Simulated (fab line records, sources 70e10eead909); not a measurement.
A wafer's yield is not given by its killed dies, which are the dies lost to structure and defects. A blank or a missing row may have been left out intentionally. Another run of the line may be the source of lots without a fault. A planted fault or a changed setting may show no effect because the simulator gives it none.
fab line records	flow nand-harc	part 1 of 2: steps 1 to 22 of 32
[record] lots = 5	wafers = 15	last-day = 23
route steps=1159 shown A_STAIRCASE@653
lots untouched by any fault: they come from a run of this same line in which no faults occurred
start-h: start of the lot's first displayed wafer, in hours after the record's first day	wait-h: how many hours have passed since the lot's step before this one	" same as the row above	L1.1+2: a row that stands for several wafers	- no value, or no start was given	* or withheld: withheld	< > ~ a bound
route shown NAME@n: names a module that has steps shown in the file, with the first one's number in the route	usual: the fault-free wafers' mean and standard deviation	same: alike in all rows	chamber/n: place in a boat	sites: per-site readings	_std_site: the standard deviation of these	_edge_site: outer sites' mean less inner sites'	radius-mm: how far each site lies from the wafer's centre	mask NAME#n: copy n	behind: the most recent tool/chamber to have shaped the wafer	hold: why the lot went on hold/how many hours it stayed there/how the hold came to an end	device: names the non-switching transistor (n, p or np)	end of line: tests of these same wafers at the route's end	for a step that has no rows: nothing shown but its recipe	killed: dies lost to structure and defects at the first sort, not the wafer's yield	map: a wafer's dies, marking killed ones x, the rest . and places with no die _
set.NAME: setting as actually run; set.NAME@STEP: the setting as run at that earlier step	model.NAME: the simulator's own value behind a step, which no gauge read
a table for each step, a row for each wafer; lots at some steps of the route
services: the hour from which a tool's chamber was out of use, counted from the record's first day as start-h (under 0 if before that day), plus the number of hours and why
[[steps]]
[step NHARC_A_STAIRCASE_DEP_259]
[recipe] target-thk-a = 300	target-thk-nm = 30	temp-c = 400	pressure-torr = 3.5	flow-sccm = 200	rf-w = 350	material = SiON
[usual] heater-power-w = 793/67
lot.wafer	tool	chamber	start-h	wait-h	heater-power-w
L078.6	pecvd-04	0	265.48	0.1	808
L078.4	"	1	"	"	778
L078.5	"	2	"	"	793
L081.3	pecvd-03	1	290.22	1.0	680
L081.5	"	0	"	"	741
L081.4	"	1	"	"	670
L084.2	pecvd-03	1	310.83	1.2	685
L084.1	"	2	"	"	793
L084.4	"	1	"	"	694
L089.2	pecvd-03	0	344.51	1.3	805
L089.1	"	2	"	"	914
L089.6	"	2	"	"	901
L090.2	pecvd-03	2	346.19	1.3	889
L090.5	"	1	"	"	702
L090.6	"	2	"	"	890
[step NHARC_A_STAIRCASE_DEHYDRATE_281]
[recipe] temp-c = 150	time-s = 120
[usual] exhaust-pa = 44.9/0.82
lot.wafer	tool	chamber	start-h	wait-h	exhaust-pa
L078.4	litho-track-03	0	265.66	0.1	45.5
L078.5	"	0	"	"	45.7
L078.6	"	0	"	"	44.1
L081.3	litho-track-02	0	290.46	0.2	44.9
L081.4	"	0	"	"	44.9
L081.5	"	0	"	"	44.1
L084.1	litho-track-03	0	311.13	0.2	45.4
L084.2	"	0	"	"	45.4
L084.4	"	0	"	"	43.8
L089.1	litho-track-07	0	344.78	0.2	44.0
L089.2	"	0	"	"	44.5
L089.6	"	0	"	"	45.3
L090.2	litho-track-07	0	346.41	0.2	44.6
L090.5	"	0	"	"	44.6
L090.6	"	0	"	"	45.1
[step NHARC_A_STAIRCASE_HMDS_282]
[recipe] time-s = 30
[usual] exhaust-pa = 44.9/0.85
lot.wafer	tool	chamber	start-h	wait-h	exhaust-pa
L078.4	litho-track-03	0	-	-	45.1
L078.5	"	0	"	"	44.9
L078.6	"	0	"	"	45.9
L081.3	litho-track-02	0	-	-	44.1
L081.4	"	0	"	"	43.8
L081.5	"	0	"	"	44.8
L084.1	litho-track-03	0	-	-	44.4
L084.2	"	0	"	"	44.2
L084.4	"	0	"	"	45.7
L089.1	litho-track-07	0	-	-	45.2
L089.2	"	0	"	"	43.6
L089.6	"	0	"	"	44.8
L090.2	litho-track-07	0	-	-	44.9
L090.5	"	0	"	"	45.8
L090.6	"	0	"	"	45.4
[step NHARC_A_STAIRCASE_COAT_283]
[recipe] spin-rpm = 1200
[usual] exhaust-pa = 44.8/0.78
lot.wafer	tool	chamber	start-h	wait-h	exhaust-pa
L078.4	litho-track-03	0	-	-	44.7
L078.5	"	0	"	"	44.6
L078.6	"	0	"	"	44.9
L081.3	litho-track-02	0	-	-	44.9
L081.4	"	0	"	"	44.5
L081.5	"	0	"	"	44.8
L084.1	litho-track-03	0	-	-	44.5
L084.2	"	0	"	"	44.2
L084.4	"	0	"	"	44.9
L089.1	litho-track-07	0	-	-	44.3
L089.2	"	0	"	"	45.0
L089.6	"	0	"	"	45.6
L090.2	litho-track-07	0	-	-	44.7
L090.5	"	0	"	"	46.2
L090.6	"	0	"	"	44.5
[step NHARC_A_STAIRCASE_SOFTBAKE_284]
[recipe] temp-c = 135	time-s = 170
[usual] exhaust-pa = 44.9/0.95
lot.wafer	tool	chamber	start-h	wait-h	exhaust-pa
L078.4	litho-track-03	0	-	-	44.4
L078.5	"	0	"	"	44.7
L078.6	"	0	"	"	44.8
L081.3	litho-track-02	0	-	-	45.4
L081.4	"	0	"	"	44.5
L081.5	"	0	"	"	45.1
L084.1	litho-track-03	0	-	-	42.9
L084.2	"	0	"	"	43.3
L084.4	"	0	"	"	42.8
L089.1	litho-track-07	0	-	-	45.3
L089.2	"	0	"	"	44.5
L089.6	"	0	"	"	44.5
L090.2	litho-track-07	0	-	-	44.5
L090.5	"	0	"	"	46.1
L090.6	"	0	"	"	46.2
[step NHARC_A_STAIRCASE_EBR_285]
[usual] exhaust-pa = 45.2/0.94
lot.wafer	tool	chamber	start-h	wait-h	exhaust-pa
L078.4	litho-track-03	0	-	-	45.8
L078.5	"	0	"	"	44.2
L078.6	"	0	"	"	45.2
L081.3	litho-track-02	0	-	-	43.7
L081.4	"	0	"	"	43.7
L081.5	"	0	"	"	45.1
L084.1	litho-track-03	0	-	-	45.8
L084.2	"	0	"	"	46.3
L084.4	"	0	"	"	45.9
L089.1	litho-track-07	0	-	-	45.1
L089.2	"	0	"	"	45.2
L089.6	"	0	"	"	45.4
L090.2	litho-track-07	0	-	-	45.8
L090.5	"	0	"	"	46.3
L090.6	"	0	"	"	45.8
[step NHARC_A_STAIRCASE_EXPOSE_286]
[recipe] na = 0.5	dose-mj = 25.01	mask-id = CHOP_100
lot.wafer	tool	chamber	start-h	wait-h	mask
L078.4+5+6	krf-scanner-04	0	265.89	-	CHOP_100#0
L081.3+4+5	krf-scanner-03	0	290.68	-	CHOP_100#0
L084.1+2+4	krf-scanner-03	0	311.46	-	CHOP_100#0
L089.1+2+6	krf-scanner-03	0	345.12	-	CHOP_100#0
L090.2+5+6	krf-scanner-03	0	346.62	-	CHOP_100#0
[step NHARC_A_STAIRCASE_PEB_287]
[recipe] peb-temp-c = 115	peb-time-s = 130
[usual] exhaust-pa = 44.9/0.81
lot.wafer	tool	chamber	start-h	wait-h	exhaust-pa
L078.4	litho-track-07	0	265.94	0.0	44.2
L078.5	"	0	"	"	46.4
L078.6	"	0	"	"	44.8
L081.3	litho-track-03	0	290.74	0.1	43.5
L081.4	"	0	"	"	44.3
L081.5	"	0	"	"	44.4
L084.1	litho-track-02	0	311.53	0.1	45.7
L084.2	"	0	"	"	45.3
L084.4	"	0	"	"	45.1
L089.1	litho-track-03	0	345.18	0.1	45.1
L089.2	"	0	"	"	44.9
L089.6	"	0	"	"	46.0
L090.2	litho-track-03	0	346.68	0.1	44.1
L090.5	"	0	"	"	44.7
L090.6	"	0	"	"	43.8
[step NHARC_A_STAIRCASE_DEVELOP_288]
[recipe] time-s = 140
[usual] exhaust-pa = 44.9/0.92
lot.wafer	tool	chamber	start-h	wait-h	exhaust-pa
L078.4	litho-track-07	0	-	-	44.5
L078.5	"	0	"	"	46.4
L078.6	"	0	"	"	45.5
L081.3	litho-track-03	0	-	-	46.5
L081.4	"	0	"	"	45.1
L081.5	"	0	"	"	44.3
L084.1	litho-track-02	0	-	-	43.4
L084.2	"	0	"	"	44.3
L084.4	"	0	"	"	43.0
L089.1	litho-track-03	0	-	-	44.6
L089.2	"	0	"	"	44.9
L089.6	"	0	"	"	45.0
L090.2	litho-track-03	0	-	-	44.8
L090.5	"	0	"	"	43.8
L090.6	"	0	"	"	43.7
[step NHARC_A_STAIRCASE_HARDBAKE_290]
[recipe] temp-c = 120	time-s = 140
[usual] exhaust-pa = 45.0/0.88
lot.wafer	tool	chamber	start-h	wait-h	exhaust-pa
L078.4	litho-track-07	0	266.17	-	46.3
L078.5	"	0	"	"	46.3
L078.6	"	0	"	"	45.0
L081.3	litho-track-03	0	290.96	-	45.6
L081.4	"	0	"	"	45.7
L081.5	"	0	"	"	46.2
L084.1	litho-track-07	0	311.75	-	46.1
L084.2	"	0	"	"	45.7
L084.4	"	0	"	"	44.4
L089.1	litho-track-07	0	345.40	-	44.5
L089.2	"	0	"	"	45.3
L089.6	"	0	"	"	46.3
L090.2	litho-track-03	0	346.90	-	46.3
L090.5	"	0	"	"	45.0
L090.6	"	0	"	"	45.9
[step NHARC_A_STAIRCASE_DESCUM_291]
[recipe] time-s = 3	o2-flow-sccm = 200	ar-flow-sccm = 0	bias-power-w = 0	chemistry = O2
[usual] drypump-motor-current-A = 5.5/0.37	mfc-ar-sccm = 0.011/0.012	oes-product-au = 1.001/0.0059	rf-vpp-V = 57.8/0.89	showerhead-plenum-p-Torr = 1.95/0.081	throttle-valve-pct = 11.310/0.0084
lot.wafer	tool	chamber	start-h	wait-h	drypump-motor-current-A	mfc-ar-sccm	oes-product-au	rf-hours-counter-h	rf-vpp-V	showerhead-plenum-p-Torr	throttle-valve-pct
L078.4	rie-diel-07	0	266.25	-	5.7	0.022	0.992	12	57.8	1.99	11.320
L078.6	"	0	"	"	5.7	0.022	1.007	-	57.7	1.99	11.303
L078.5	"	1	"	"	5.6	0.018	1.006	-	58.1	1.93	11.310
L081.3	rie-diel-02	3	291.06	-	6.1	0	0.991	49	56.8	1.97	11.302
L081.4	"	0	"	"	5.8	0	0.997	52	58.1	1.84	11.303
L081.5	"	3	"	"	6.1	0	0.998	-	58.7	1.97	11.297
L084.2	rie-diel-07	3	311.84	-	5.4	0	0.999	31	58.1	1.92	11.321
L084.1	"	0	"	"	5.7	0.022	1.002	27	57.4	1.99	11.312
L084.4	"	2	"	"	5.6	0.005	0.993	28	57.4	1.97	11.317
L089.2	rie-diel-07	0	345.50	-	5.7	0.022	1.001	42	57.0	1.98	11.291
L089.1	"	3	"	"	5.5	0	0.991	46	57.6	1.91	11.309
L089.6	"	0	"	"	5.7	0.022	1.005	-	58.5	1.98	11.302
L090.2	rie-diel-02	0	347.02	-	5.8	0	1.003	3	57.9	1.84	11.307
L090.6	"	1	"	"	5.5	0.023	0.999	-	57.0	1.81	11.307
L090.5	"	2	"	"	5.2	0	0.997	-	58.3	2.05	11.318
[step NHARC_A_STAIRCASE_ETCH_292]
[recipe] cf4-flow-sccm = 100	chf3-flow-sccm = 30	ar-flow-sccm = 0	rf-w = 500	bias-w = 200	chemistry = CF4/CHF3
[usual] drypump-motor-current-A = 5.4/0.37	mfc-ar-sccm = 0.011/0.012	oes-product-au = 0.942/0.019	rf-vpp-V = 371.6/2.3	showerhead-plenum-p-Torr = 1.60/0.063	throttle-valve-pct = 16.801/0.009
lot.wafer	tool	chamber	start-h	wait-h	drypump-motor-current-A	mfc-ar-sccm	oes-product-au	rf-hours-counter-h	rf-vpp-V	showerhead-plenum-p-Torr	throttle-valve-pct
L078.4	rie-diel-07	1	266.35	0.1	5.6	0.018	0.922	13	370.9	1.59	16.797
L078.5	"	3	"	"	5.5	0	0.935	-	371.4	1.58	16.807
L078.6	"	0	"	"	5.7	0.022	0.926	-	373.8	1.63	16.800
L081.4	rie-diel-02	3	291.14	0.1	6.1	0	0.912	49	371.3	1.62	16.804
L081.3	"	2	"	"	5.2	0	0.937	50	375.5	1.69	16.806
L081.5	"	0	"	"	5.8	0	0.924	-	369.4	1.52	16.789
L084.1	rie-diel-07	0	313.31	1.5	5.7	0.022	0.929	28	372.0	1.63	16.802
L084.2	"	1	"	"	5.6	0.018	0.929	34	372.0	1.58	16.805
L084.4	"	2	"	"	5.6	0.005	0.912	29	372.2	1.61	16.799
L089.1	rie-diel-07	3	345.59	0.1	5.4	0	0.929	46	369.6	1.57	16.798
L089.2	"	1	"	"	5.6	0.018	0.956	38	371.1	1.58	16.771
L089.6	"	3	"	"	5.5	0	0.916	-	371.1	1.57	16.797
L090.2	rie-diel-02	1	347.08	0.1	5.5	0.023	0.954	3	368.8	1.49	16.807
L090.5	"	1	"	"	5.5	0.023	0.954	-	368.5	1.49	16.802
L090.6	"	2	"	"	5.1	0	0.960	-	374.2	1.68	16.811
[step NHARC_A_STAIRCASE_HM_OPEN_460]
[recipe] o2-flow-sccm = 400	cos-flow-sccm = 20	ar-flow-sccm = 0	rf-w = 500	bias-w = 300	chemistry = O2/COS
[usual] drypump-motor-current-A = 5.5/0.36	mfc-ar-sccm = 0.010/0.012	oes-product-au = 1.001/0.0078	rf-vpp-V = 468.5/2.7	showerhead-plenum-p-Torr = 3.19/0.12	throttle-valve-pct = 28.330/0.0094
lot.wafer	tool	chamber	start-h	wait-h	drypump-motor-current-A	mfc-ar-sccm	oes-product-au	rf-hours-counter-h	rf-vpp-V	showerhead-plenum-p-Torr	throttle-valve-pct
L078.4	rie-diel-07	1	-	-	5.6	0.018	0.997	13	468.6	3.15	28.320
L078.6	"	2	"	"	5.6	0.005	0.995	-	470.3	3.21	28.339
L078.5	"	3	"	"	5.5	0	1.005	-	468.5	3.14	28.326
L081.4	rie-diel-02	2	-	-	5.2	0	1.030	50	472.9	3.35	28.330
L081.3	"	3	"	"	6.1	0	0.995	49	468.4	3.21	28.318
L081.5	"	2	"	"	5.2	0	1.009	-	471.4	3.35	28.334
L084.4	rie-diel-07	0	-	-	5.7	0.022	0.999	29	469.3	3.23	28.336
L084.1	"	1	"	"	5.6	0.018	0.994	34	468.5	3.14	28.345
L084.2	"	2	"	"	5.6	0.005	0.998	29	469.1	3.20	28.330
L089.1	rie-diel-07	0	-	-	5.7	0.022	0.992	42	470.3	3.23	28.345
L089.2	"	2	"	"	5.6	0.005	0.991	42	469.8	3.20	28.330
L089.6	"	0	"	"	5.7	0.022	0.991	-	469.4	3.23	28.334
L090.2	rie-diel-02	0	-	-	5.8	0	1.006	3	466.1	3.00	28.324
L090.6	"	0	"	"	5.9	0	1.005	-	464.0	3.01	28.315
L090.5	"	1	"	"	5.5	0.023	1.002	-	464.8	2.96	28.335
[step NHARC_A_STAIRCASE_STRIP_461]
[recipe] o2-flow-sccm = 400	cos-flow-sccm = 20	ar-flow-sccm = 0	bias-w = 0	chemistry = O2/COS
lot.wafer	tool	chamber	start-h	wait-h
L078.4+5+6	rie-diel-07	1,0,1	-	-
L081.3+4+5	rie-diel-02	1,2,1	-	-
L084.1+2+4	rie-diel-07	2,3,1	-	-
L089.2+1+6	rie-diel-07	0,1,0	-	-
L090.2+6+5	rie-diel-02	0,0,1	-	-
[step NHARC_A_STAIRCASE_ETCH_452]
[recipe] target-depth-a = 300	overetch-a = 30	time-s = 16.5	ion-energy-ev = 100	cf4-flow-sccm = 80	o2-flow-sccm = 20	ar-flow-sccm = 0	rf-w = 300	bias-w = 100	chemistry = CF4/O2
[usual] drypump-motor-current-A = 5.5/0.38	mfc-ar-sccm = 0.011/0.012	oes-product-au = 1.002/0.0077	rf-vpp-V = 198.4/1.4	showerhead-plenum-p-Torr = 1.36/0.054	throttle-valve-pct = 13.396/0.0099
lot.wafer	tool	chamber	start-h	wait-h	drypump-motor-current-A	mfc-ar-sccm	oes-product-au	rf-hours-counter-h	rf-vpp-V	showerhead-plenum-p-Torr	throttle-valve-pct
L078.4	rie-diel-07	1	-	-	5.6	0.018	1.000	13	197.2	1.35	13.381
L078.5	"	3	"	"	5.4	0	1.014	-	198.1	1.34	13.396
L078.6	"	0	"	"	5.7	0.022	1.012	-	200.1	1.39	13.399
L081.4	rie-diel-02	2	-	-	5.2	0	1.021	50	200.3	1.43	13.411
L081.3	"	3	"	"	6.1	0	1.007	50	198.8	1.38	13.402
L081.5	"	3	"	"	6.1	0	1.000	-	200.1	1.38	13.404
L084.1	rie-diel-07	0	-	-	5.7	0.022	1.003	29	198.4	1.38	13.413
L084.2	"	1	"	"	5.6	0.018	1.002	34	198.9	1.34	13.390
L084.4	"	2	"	"	5.6	0.005	0.997	29	199.3	1.37	13.411
L089.1	rie-diel-07	0	-	-	5.7	0.022	1.016	43	196.6	1.38	13.395
L089.2	"	1	"	"	5.6	0.018	1.001	40	198.1	1.34	13.397
L089.6	"	3	"	"	5.4	0	1.006	-	197.7	1.33	13.402
L090.2	rie-diel-02	3	-	-	6.1	0	0.997	3	197.7	1.37	13.400
L090.5	"	1	"	"	5.5	0.023	0.992	-	196.6	1.26	13.387
L090.6	"	2	"	"	5.1	0	1.009	-	199.2	1.43	13.398
[step NHARC_A_STAIRCASE_ETCH_294]
[recipe] target-depth-a = 49920	time-s = 1212.4	ion-energy-ev = 800	c4f8-flow-sccm = 80	o2-flow-sccm = 60	ar-flow-sccm = withheld	rf-w = 600	bias-w = 3000	chemistry = C4F8/O2/Ar
[usual] oes-product-au = 0.937/0.012	rf-vpp-V = 1832/10
lot.wafer	tool	chamber	start-h	wait-h	oes-product-au	rf-hours-counter-h	rf-vpp-V
L078.4	rie-diel-07	1	-	-	0.938	14	1829
L078.5	"	0	"	"	0.931	-	1837
L078.6	"	1	"	"	0.930	-	1830
L081.3	rie-diel-02	0	-	-	0.950	52	1819
L081.4	"	1	"	"	0.920	51	1814
L081.5	"	0	"	"	0.936	-	1817
L084.2	rie-diel-07	3	-	-	0.928	33	1826
L084.4	"	1	"	"	0.933	34	1828
L084.1	"	2	"	"	0.923	30	1833
L089.2	rie-diel-07	3	-	-	0.939	47	1825
L089.1	"	1	"	"	0.940	40	1830
L089.6	"	0	"	"	0.934	-	1836
L090.2	rie-diel-02	0	-	-	0.932	3	1816
L090.6	"	2	"	"	0.959	-	1844
L090.5	"	3	"	"	0.946	-	1833
[step NHARC_A_STAIRCASE_STRIP_295]
[recipe] o2-flow-sccm = 500	ar-flow-sccm = 0	bias-w = 0	chemistry = O2
[usual] drypump-motor-current-A = 5.5/0.37	mfc-ar-sccm = 0.011/0.012	oes-product-au = 1.002/0.0071	rf-vpp-V = 58.0/0.88	showerhead-plenum-p-Torr = 3.59/0.14	throttle-valve-pct = 17.036/0.0085
lot.wafer	tool	chamber	start-h	wait-h	drypump-motor-current-A	mfc-ar-sccm	oes-product-au	rf-hours-counter-h	rf-vpp-V	showerhead-plenum-p-Torr	throttle-valve-pct
L078.4	rie-diel-07	0	-	-	5.7	0.022	1.005	15	58.1	3.66	17.043
L078.6	"	2	"	"	5.6	0.005	0.998	-	56.3	3.63	17.035
L078.5	"	3	"	"	5.5	0	0.999	-	58.1	3.54	17.024
L081.4	rie-diel-02	2	-	-	5.2	0	1.004	51	58.4	3.78	17.047
L081.3	"	3	"	"	6.1	0	0.989	50	57.7	3.63	17.040
L081.5	"	0	"	"	5.9	0	1.009	-	57.2	3.41	17.035
L084.4	rie-diel-07	0	-	-	5.7	0.022	1.012	29	56.8	3.65	17.042
L084.2	"	1	"	"	5.6	0.018	1.006	35	58.2	3.55	17.033
L084.1	"	3	"	"	5.5	0	1.006	34	58.3	3.53	17.044
L089.1	rie-diel-07	0	-	-	5.7	0.022	1.005	43	57.4	3.64	17.033
L089.2	"	1	"	"	5.6	0.018	1.003	41	58.9	3.54	17.049
L089.6	"	3	"	"	5.5	0	0.992	-	57.0	3.52	17.043
L090.2	rie-diel-02	0	-	-	5.9	0	0.999	3	59.2	3.40	17.030
L090.6	"	3	"	"	6.1	0	0.991	-	57.3	3.62	17.040
L090.5	"	0	"	"	5.8	0	0.999	-	56.6	3.40	17.033
[step NHARC_A_STAIRCASE_STRIP_296]
[recipe] time-s = 900	temp-c = 130	chemistry = SPM
lot.wafer	tool	chamber	start-h	wait-h
L078.4+6+5	wet-bench-01	1,4,6	269.40	-
L081.4+3+5	wet-bench-01	3,7,0	292.78	-
L084.2+4+1	wet-bench-01	2,4,5	315.15	-
L089.1+2+6	wet-bench-01	1,3,4	348.55	-
L090.6+5+2	wet-bench-05	4,5,1	348.74	-
[step NHARC_A_STAIRCASE_PRECLEAN_297]
[recipe] time-s = *	temp-c = 50	bath-age-min = 0	chemistry = SC1
lot.wafer	tool	chamber	start-h	wait-h
L078.4+6+5	wet-bench-01	1,4,6	-	-
L081.4+3+5	wet-bench-01	3,7,0	-	-
L084.2+4+1	wet-bench-01	2,4,5	-	-
L089.1+2+6	wet-bench-01	1,3,4	-	-
L090.6+5+2	wet-bench-05	4,5,1	-	-
[step NHARC_A_STAIRCASE_SRD_298]
lot.wafer	tool	chamber	start-h	wait-h
L078.4+6+5	wet-bench-01	1,4,6	-	-
L081.4+3+5	wet-bench-01	3,7,0	-	-
L084.2+4+1	wet-bench-01	2,4,5	-	-
L089.1+2+6	wet-bench-01	1,3,4	-	-
L090.6+5+2	wet-bench-05	4,5,1	-	-
[step NHARC_A_STAIRCASE_HM_DEP_462]
[recipe] target-thk-a = 8000	temp-c = 400	material = aC
[usual] throttle-valve-pct = 35.000/0.0093
lot.wafer	tool	chamber	start-h	wait-h	throttle-valve-pct
L078.4	acl-dep-03	0	270.85	1.0	34.999
L078.5	"	0	"	"	35.002
L078.6	"	0	"	"	35.001
L081.3	acl-dep-03	0	293.92	0.7	35.005
L081.4	"	0	"	"	35.007
L081.5	"	0	"	"	35.008
L084.1	acl-dep-03	0	316.54	1.0	34.991
L084.2	"	0	"	"	34.996
L084.4	"	0	"	"	35.001
L089.1	acl-dep-02	0	349.07	0.1	34.994
L089.2	"	0	"	"	35.011
L089.6	"	0	350.61	1.6	35.010
L090.2	acl-dep-03	0	349.57	0.4	35.006
L090.5	"	0	"	"	34.998
L090.6	"	0	"	"	34.995
[step NHARC_A_STAIRCASE_DEP_301]
[recipe] target-thk-a = 300	target-thk-nm = 30	temp-c = 400	pressure-torr = 3.5	flow-sccm = 200	rf-w = 350	material = SiON
[usual] heater-power-w = 799/69
lot.wafer	tool	chamber	start-h	wait-h	heater-power-w
L078.4	pecvd-03	0	271.88	0.7	840
L078.5	"	1	"	"	755
L078.6	"	2	"	"	826
L081.3	pecvd-04	2	295.20	1.0	853
L081.4	"	1	"	"	769
L081.5	"	0	"	"	767
L084.1	pecvd-04	1	318.42	1.6	711
L084.2	"	2	"	"	701
L084.4	"	0	"	"	789
L089.1	pecvd-04	1	350.94	1.6	775
L089.2	"	2	"	"	806
L089.6	"	2	"	"	790
L090.2	pecvd-03	2	351.18	1.3	908
L090.6	"	1	"	"	642
L090.5	"	2	"	"	910
